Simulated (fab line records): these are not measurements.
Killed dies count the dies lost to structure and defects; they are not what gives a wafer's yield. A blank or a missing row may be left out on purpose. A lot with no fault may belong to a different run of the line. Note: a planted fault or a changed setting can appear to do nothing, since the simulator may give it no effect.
fab line records ; flow n5Finfet
record lots=7; wafers=21
route steps=1938 shown BEOL_M13@1694 BEOL_M15@1773 MIM_BOT@1833 TV_LITHO@1879 TV_OPEN@1887
startH: hours from the record's first day to the start of the lot's first wafer shown ; waitH: hours elapsed since this lot's preceding step ; " the same as in the row above ; L1.1+2: a single row standing in for several wafers ; - either no value or no given start ; * or withheld: withheld ; < > ~ a bound
route shown NAME@n: a module of which the file shows steps, and the number in the route of the first ; usual: mean and standard deviation over wafers with no fault ; same: alike in all rows ; chamber/n: place in a boat ; sites: readings site by site ; _std_site: how widely they spread, as a standard deviation ; _edge_site: the outer-site mean with the inner-site mean subtracted ; radiusMm: how far each site lies from the wafer's centre ; mask NAME#n: copy n ; behind: the tool/chamber that last shaped the wafer ; hold: cause of the lot's hold/its duration in hours/its outcome ; device: the transistor (n, p or np) that didn't switch ; end of line: at the end of the route, the tests of the same wafers ; a step without rows: its recipe alone ; killed: count of dies lost to structure and defects at first sort (not the wafer's yield) ; map: shows each die of a wafer: x if killed, . if not, _ if none is there
set.NAME: the run value of the setting; set.NAME@STEP: its run value at that earlier step ; model.NAME: the simulator's own value behind a step, which no gauge read
one table per step and one row per wafer, for lots whose settings were changed on purpose
## steps
# step N5_BEOL_M13_ETCH_68
# recipe chemistry=N2/H2; target=SOC; maskMaterial=SiARC; sourceW=3000; biasW=350; tempC=40; timeS=355; ionEnergyEv=200; pressureMtorr=30; n2FlowSccm=200; h2FlowSccm=200
lot.wafer;tool;chamber;startH;waitH;set.timeS;model.SiARC_of_BEOL_M13_COAT_66.thkNm
L077.1;rieDiel-04;1;304.96;0.1;431.7;70.2
L077.2;rieDiel-04;0;304.96;0.1;355;77.8
L077.6;rieDiel-04;2;304.96;0.1;431.7;70.4
L081.2;rieDiel-04;0;320.94;0.1;355;77
L081.4;rieDiel-04;1;320.94;0.1;355;77.2
L081.5;rieDiel-04;0;320.94;0.1;333;79.2
L083.4;rieDiel-01;2;329.64;0.1;355;77.6
L083.5;rieDiel-01;1;329.64;0.1;355;77.4
L083.6;rieDiel-01;2;329.64;0.1;355;78
L084.1;rieDiel-01;0;358.36;0.1;355;76.2
L084.4;rieDiel-01;2;358.36;0.1;384;73.8
L084.6;rieDiel-01;3;358.36;0.1;384;74.4
L088.1;rieDiel-04;0;379.07;0.1;355;77.4
L088.2;rieDiel-04;3;379.07;0.1;355;76
L088.5;rieDiel-04;1;379.07;0.1;355;77.2
L090.2;rieDiel-05;1;391.62;0.1;388.4;73.6
L090.3;rieDiel-05;2;391.62;0.1;355;76.6
L090.6;rieDiel-05;0;391.62;0.1;388.4;72.4
L092.1;rieDiel-04;0;392.64;0.1;355;77.2
L092.4;rieDiel-04;1;392.64;0.1;433.2;69.8
L092.5;rieDiel-04;3;392.64;0.1;433.2;68.8
# step N5_BEOL_M15_ILD_DEP_00
# recipe material=SiO2; targetThkA=16293; tempC=400; precursor=TEOS/O2; pressureTorr=6.5; rfW=900; teosFlowSccm=161.4; gas=O2; flowSccm=2650; timeS=346.1
lot.wafer;tool;chamber;startH;waitH;set.timeS;model.SiO2_of_BEOL_M15_ILD_DEP_00.thkNm
L077.1;pecvd-03;1;315.31;0.0;361.1;1670
L077.2;pecvd-03;2;315.31;0.0;361.1;1647
L077.6;pecvd-03;0;315.31;0.0;361.1;1639
L081.2;pecvd-03;0;338.36;0.0;373;1707
L081.4;pecvd-03;0;338.36;0.0;346.1;1592
L081.5;pecvd-03;1;338.36;0.0;373;1754
L083.4;pecvd-03;0;343.76;0.1;346.1;1592
L083.5;pecvd-03;2;343.76;0.1;346.1;1614
L083.6;pecvd-03;1;343.76;0.1;346.1;1610
L084.1;pecvd-04;1;368.25;0.0;346.1;1592
L084.4;pecvd-04;1;368.25;0.0;346.1;1619
L084.6;pecvd-04;0;368.25;0.0;346.1;1645
L088.1;pecvd-03;1;388.45;0.0;346.1;1608
L088.2;pecvd-03;0;388.45;0.0;295.5;1337
L088.5;pecvd-03;1;388.45;0.0;346.1;1633
L090.2;pecvd-04;2;404.31;0.0;375.4;1736
L090.3;pecvd-04;0;404.31;0.0;375.4;1744
L090.6;pecvd-04;1;404.31;0.0;346.1;1595
L092.1;pecvd-04;0;409.32;0.0;346.1;1592
L092.4;pecvd-04;0;409.32;0.0;346.1;1630
L092.5;pecvd-04;1;409.32;0.0;346.1;1623
# step N5_BEOL_M15_THK_MEAS_01
# recipe reads=SiO2_of_BEOL_M15_ILD_DEP_00
# usual M15_ILD_THK=1616/22
lot.wafer;tool;chamber;startH;waitH;set.timeS@BEOL_M15_ILD_DEP_00;M15_ILD_THK[nm]
L077.1;filmMetro-02;-;315.56;0.1;361.1;1668
L077.2;filmMetro-02;-;315.56;0.1;361.1;1646
L077.6;filmMetro-02;-;315.56;0.1;361.1;1639
L081.2;filmMetro-02;-;338.61;0.1;373;1708
L081.4;filmMetro-02;-;338.61;0.1;346.1;1593
L081.5;filmMetro-02;-;338.61;0.1;373;1754
L083.4;filmMetro-02;-;343.91;0.0;346.1;1592
L083.5;filmMetro-02;-;343.91;0.0;346.1;1614
L083.6;filmMetro-02;-;343.91;0.0;346.1;1612
L084.1;filmMetro-01;-;368.50;0.1;346.1;1593
L084.4;filmMetro-01;-;368.50;0.1;346.1;1618
L084.6;filmMetro-01;-;368.50;0.1;346.1;1645
L088.1;filmMetro-02;-;388.70;0.1;346.1;1608
L088.2;filmMetro-02;-;388.70;0.1;295.5;1338
L088.5;filmMetro-02;-;388.70;0.1;346.1;1633
L090.2;filmMetro-02;-;404.56;0.1;375.4;1736
L090.3;filmMetro-02;-;404.56;0.1;375.4;1744
L090.6;filmMetro-02;-;404.56;0.1;346.1;1597
L092.1;filmMetro-01;-;409.57;0.1;346.1;1594
L092.4;filmMetro-01;-;409.57;0.1;346.1;1629
L092.5;filmMetro-01;-;409.57;0.1;346.1;1623
# step N5_BEOL_M15_COAT_58
# recipe resist=BARC; tempC=205; timeS=60; spinRpm=1500; resistThkNm=89
# step N5_BEOL_M15_COAT_04
# recipe spinRpm=1704; resistThkNm=800
# step N5_BEOL_M15_DESCUM_15
# recipe chemistry=O2; timeS=7.9; sourcePowerW=50; biasPowerW=20; pressureMtorr=20; rfFrequencyHz=2.712e+07; tempC=40; o2FlowSccm=225
# step N5_BEOL_M15_ETCH_59
# recipe chemistry=N2/H2; target=BARC; targetDepthA=890; overetchA=267; timeS=67.9; ionEnergyEv=200; pressureMtorr=30; sourceW=840; biasW=150; n2FlowSccm=200; h2FlowSccm=200
# step N5_BEOL_M15_VIA_ETCH_16
# recipe chemistry=C4F8/O2/Ar; target=SiO2; heInnerTorr=15; heOuterTorr=30; targetDepthA=17922; timeS=withheld; ionEnergyEv=800; pressureMtorr=20; sourceW=1905; biasW=2040; Ar_flow_sccm=400; C4F8_flow_sccm=16; O2_flow_sccm=12; ends=cleared
lot.wafer;tool;chamber;startH;waitH;set.timeS@BEOL_M15_ILD_DEP_00;model.etch.depthNm;model.coat_of_BEOL_M15_COAT_04.thkNm
L077.1;rieDiel-05;0;316.17;0.0;*;1670;325.6
L077.2;rieDiel-05;1;316.17;0.0;*;1647;319.8
L077.6;rieDiel-05;0;316.17;0.0;*;1639;330.6
L081.2;rieDiel-04;0;339.21;0.0;*;1707;323.2
L081.4;rieDiel-04;2;339.21;0.0;*;1592;344
L081.5;rieDiel-04;2;339.21;0.0;*;1754;305
L083.4;rieDiel-05;2;344.51;0.0;*;1592;336.8
L083.5;rieDiel-05;0;344.51;0.0;*;1614;337
L083.6;rieDiel-05;3;344.51;0.0;*;1610;345.6
L084.1;rieDiel-05;2;369.78;0.0;*;1592;337.4
L084.4;rieDiel-05;2;369.78;0.0;*;1619;329.4
L084.6;rieDiel-05;1;369.78;0.0;*;1645;314.4
L088.1;rieDiel-01;2;389.18;0.0;*;1608;326.8
L088.2;rieDiel-01;1;389.18;0.0;*;1337;388.6
L088.5;rieDiel-01;3;389.18;0.0;*;1633;344.6
L090.2;rieDiel-05;1;405.04;0.0;*;1736;298.6
L090.3;rieDiel-05;3;405.04;0.0;*;1744;318.8
L090.6;rieDiel-05;3;405.04;0.0;*;1595;352.4
L092.1;rieDiel-05;2;410.04;0.0;*;1592;341.6
L092.4;rieDiel-05;3;410.04;0.0;*;1630;344.4
L092.5;rieDiel-05;2;410.04;0.0;*;1623;334.4
# step N5_MIM_BOT_SPUTTER_00
# recipe material=TiN; targetThkA=350; tempC=200; powerW=3000; chamberPressurePa=0.49996; gas=Ar; reactivePartialPa=0.37997; timeS=89.7
lot.wafer;tool;chamber;startH;waitH;set.timeS;model.TiN_of_MIM_BOT_SPUTTER_00.thkNm
L077.1+6;pvdSputter-02;-;339.86;0.0;96.35;37.2
L077.2;pvdSputter-02;-;339.86;0.0;89.7;34.4
L081.2+4;pvdSputter-01;-;347.39;0.0;89.7;35.6
L081.5;pvdSputter-01;-;347.39;0.0;89.7;35
L083.4+6;pvdSputter-03;-;349.93;0.0;89.7;34.8
L083.5;pvdSputter-03;-;349.93;0.0;89.7;34.6
L084.1;pvdSputter-01;-;376.07;0.0;89.7;35
L084.4+6;pvdSputter-01;-;376.07;0.0;99.89;39.4
L088.1;pvdSputter-02;-;395.79;0.0;95.03;36.6
L088.2;pvdSputter-02;-;395.79;0.0;89.7;35
L088.5;pvdSputter-02;-;395.79;0.0;95.03;36.8
L090.2;pvdSputter-02;-;411.44;0.0;84.48;32.6
L090.3;pvdSputter-02;-;411.44;0.0;89.7;34.8
L090.6;pvdSputter-02;-;411.44;0.0;89.7;34.6
L092.1;pvdSputter-02;-;415.44;0.0;89.7;34.8
L092.4;pvdSputter-02;-;415.44;0.0;82.7;31.8
L092.5;pvdSputter-02;-;415.44;0.0;89.7;34.6
# step N5_PASSIVATION_EXPOSE_07
# recipe maskId=TV; na=0.55; sourceShape=conventional; sigmaOuter=0.8; polarization=unpolarized; defocusNm=0; targetCdNm=3000; doseMj=22.75
lot.wafer;tool;chamber;startH;waitH;mask;set.doseMj
L077.1;krfScanner-01;0;346.12;-;TV#0;22.14
L077.2+6;krfScanner-01;0;346.12;-;TV#0;22.75
L081.2;krfScanner-02;0;353.07;-;TV#0;24.09
L081.4+5;krfScanner-02;0;353.07;-;TV#0;22.75
L083.4+5+6;krfScanner-01;0;353.28;-;TV#0;22.75
L084.1+4+6;krfScanner-02;0;382.80;-;TV#0;22.75
L088.1+2;krfScanner-02;0;401.36;-;TV#0;21.49
L088.5;krfScanner-02;0;401.36;-;TV#0;22.75
L090.2+3+6;krfScanner-01;0;415.53;-;TV#0;22.75
L092.1+5;krfScanner-01;0;418.75;-;TV#0;22.16
L092.4;krfScanner-01;0;418.75;-;TV#0;22.75
# step N5_PASSIVATION_PEB_08
# recipe pebTempC=withheld; pebTimeS=*
# step N5_PASSIVATION_DEVELOP_09
# recipe developTimeS=60; rinseLiquid=diw; dry=airSpin; devTempC=21
# step N5_PASSIVATION_HARDBAKE_11
# recipe tempC=130; timeS=120
# step N5_PASSIVATION_CD_MEAS_10
# recipe targetCdNm=3000; landingEnergyEv=500; detector=seInlens
# usual cdNm=3000.9/2.1
lot.wafer;tool;chamber;startH;waitH;set.doseMj@PASSIVATION_EXPOSE_07;cdNm
L077.1;cdSem-02;0;346.29;-;22.14;2993.8
L077.2;cdSem-02;0;346.29;-;22.75;3002.1
L077.6;cdSem-02;0;346.29;-;22.75;3000.0
L081.2;cdSem-03;0;353.24;-;24.09;3014.6
L081.4;cdSem-03;0;353.24;-;22.75;3000.9
L081.5;cdSem-03;0;353.24;-;22.75;3002.1
L083.4;cdSem-03;0;353.44;-;22.75;3003.8
L083.5;cdSem-03;0;353.44;-;22.75;3003.2
L083.6;cdSem-03;0;353.44;-;22.75;2999.6
L084.1;cdSem-02;0;382.98;-;22.75;2999.7
L084.4;cdSem-02;0;382.98;-;22.75;2997.7
L084.6;cdSem-02;0;382.98;-;22.75;2999.9
L088.1;cdSem-01;0;401.54;-;21.49;2986.6
L088.2;cdSem-01;0;401.54;-;21.49;2987.8
L088.5;cdSem-01;0;401.54;-;22.75;3000.0
L090.2;cdSem-01;0;415.70;-;22.75;2999.4
L090.3;cdSem-01;0;415.70;-;22.75;2999.1
L090.6;cdSem-01;0;415.70;-;22.75;3003.7
L092.1;cdSem-03;0;418.93;-;22.16;2997.2
L092.4;cdSem-03;0;418.93;-;22.75;3004.1
L092.5;cdSem-03;0;418.93;-;22.16;2993.8
# step N5_PASSIVATION_PASS_ETCH_74
# recipe chemistry=CF4/O2; target=SiNx; targetDepthA=2200; timeS=110; ionEnergyEv=100; pressureMtorr=40; sourceW=535; biasW=49; Ar_flow_sccm=100; cf4FlowSccm=100; O2_flow_sccm=10
lot.wafer;tool;chamber;startH;waitH;set.sourceW;model.TV_OPEN.cdOffsetNm
L077.1+6;rieDiel-04;0,3;346.72;0.0;535;-0.4
L077.2;rieDiel-04;3;346.72;0.0;535;-0.2
L081.2;rieDiel-04;1;353.47;0.0;471.9;1.2
L081.4;rieDiel-04;3;353.47;0.0;471.9;1
L081.5;rieDiel-04;0;353.47;0.0;535;-0.4
L083.4;rieDiel-01;3;353.74;0.0;535;-0.2
L083.5;rieDiel-01;0;353.74;0.0;535;0.4
L083.6;rieDiel-01;2;353.74;0.0;535;0
L084.1;rieDiel-05;1;383.31;0.0;535;-0.6
L084.4;rieDiel-05;0;383.31;0.0;447.9;1.4
L084.6;rieDiel-05;2;383.31;0.0;535;0
L088.1+2;rieDiel-05;0,2;401.71;0.0;535;0.2
L088.5;rieDiel-05;2;401.71;0.0;535;0
L090.2+6;rieDiel-01;2,0;415.85;0.0;535;0.6
L090.3;rieDiel-01;3;415.85;0.0;565;-0.4
L092.1;rieDiel-05;1;419.08;0.0;535;-1
L092.4;rieDiel-05;0;419.08;0.0;535;0
L092.5;rieDiel-05;2;419.08;0.0;535;-0.2
# step N5_PASSIVATION_VIA_ETCH_13
# recipe chemistry=CHF3/O2; target=SiO2; targetDepthA=6600; CHF3_flow_sccm=50; O2_flow_sccm=5; Ar_flow_sccm=200; timeS=330; maskMaterial=PR; pressureMtorr=30; sourceW=650; biasW=170; ionEnergyEv=200; ends=cleared
lot.wafer;tool;chamber;startH;waitH;set.sourceW@PASSIVATION_PASS_ETCH_74;model.TV_OPEN.cdOffsetNm
L077.1+2+6;rieDiel-04;0,3,3;346.81;0.0;535;1.4
L081.2;rieDiel-04;1;353.56;0.0;471.9;3.4
L081.4;rieDiel-04;3;353.56;0.0;471.9;2.6
L081.5;rieDiel-04;0;353.56;0.0;535;1.4
L083.4;rieDiel-01;3;353.89;0.1;535;1.6
L083.5;rieDiel-01;0;353.89;0.1;535;2.4
L083.6;rieDiel-01;2;353.89;0.1;535;1.4
L084.1;rieDiel-05;1;383.40;0.0;535;0.6
L084.4;rieDiel-05;0;383.40;0.0;447.9;3.4
L084.6;rieDiel-05;2;383.40;0.0;535;1.4
L088.1;rieDiel-05;0;401.80;0.0;535;2.4
L088.2;rieDiel-05;2;401.80;0.0;535;1.8
L088.5;rieDiel-05;2;401.80;0.0;535;1.6
L090.2;rieDiel-01;2;415.94;0.0;535;2.6
L090.3;rieDiel-01;3;415.94;0.0;565;2.2
L090.6;rieDiel-01;0;415.94;0.0;535;3
L092.1;rieDiel-05;1;419.18;0.0;535;1
L092.4;rieDiel-05;0;419.18;0.0;535;2
L092.5;rieDiel-05;2;419.18;0.0;535;1.6
## key
split step=N5_BEOL_M13_ETCH_68; setting=timeS; stated=355; by=wafer
response step=N5_BEOL_M13_ETCH_68; reading=model.SiARC_of_BEOL_M13_COAT_66.thkNm; change=-0.349; per=1%; r=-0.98
split step=N5_BEOL_M15_ILD_DEP_00; setting=timeS; stated=346.1; by=wafer
response step=N5_BEOL_M15_ILD_DEP_00; reading=model.SiO2_of_BEOL_M15_ILD_DEP_00.thkNm; change=+18.6; per=1%; r=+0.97
response step=N5_BEOL_M15_THK_MEAS_01; reading=M15_ILD_THK; change=+18.5; per=1%; r=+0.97
response step=N5_BEOL_M15_VIA_ETCH_16; reading=model.etch.depthNm; change=+18.6; per=1%; r=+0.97
response step=N5_BEOL_M15_VIA_ETCH_16; reading=model.coat_of_BEOL_M15_COAT_04.thkNm; change=-3.98; per=1%; r=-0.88
split step=N5_MIM_BOT_SPUTTER_00; setting=timeS; stated=89.7; by=wafer
response step=N5_MIM_BOT_SPUTTER_00; reading=model.TiN_of_MIM_BOT_SPUTTER_00.thkNm; change=+0.368; per=1%; r=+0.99
split step=N5_PASSIVATION_EXPOSE_07; setting=doseMj; stated=22.75; by=wafer
response step=N5_PASSIVATION_CD_MEAS_10; reading=cdNm; change=+2.4; per=1%; r=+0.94
split step=N5_PASSIVATION_PASS_ETCH_74; setting=sourceW; stated=535; by=wafer
response step=N5_PASSIVATION_PASS_ETCH_74; reading=model.TV_OPEN.cdOffsetNm; change=-0.117; per=1%; r=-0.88
response step=N5_PASSIVATION_VIA_ETCH_13; reading=model.TV_OPEN.cdOffsetNm; change=-0.141; per=1%; r=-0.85
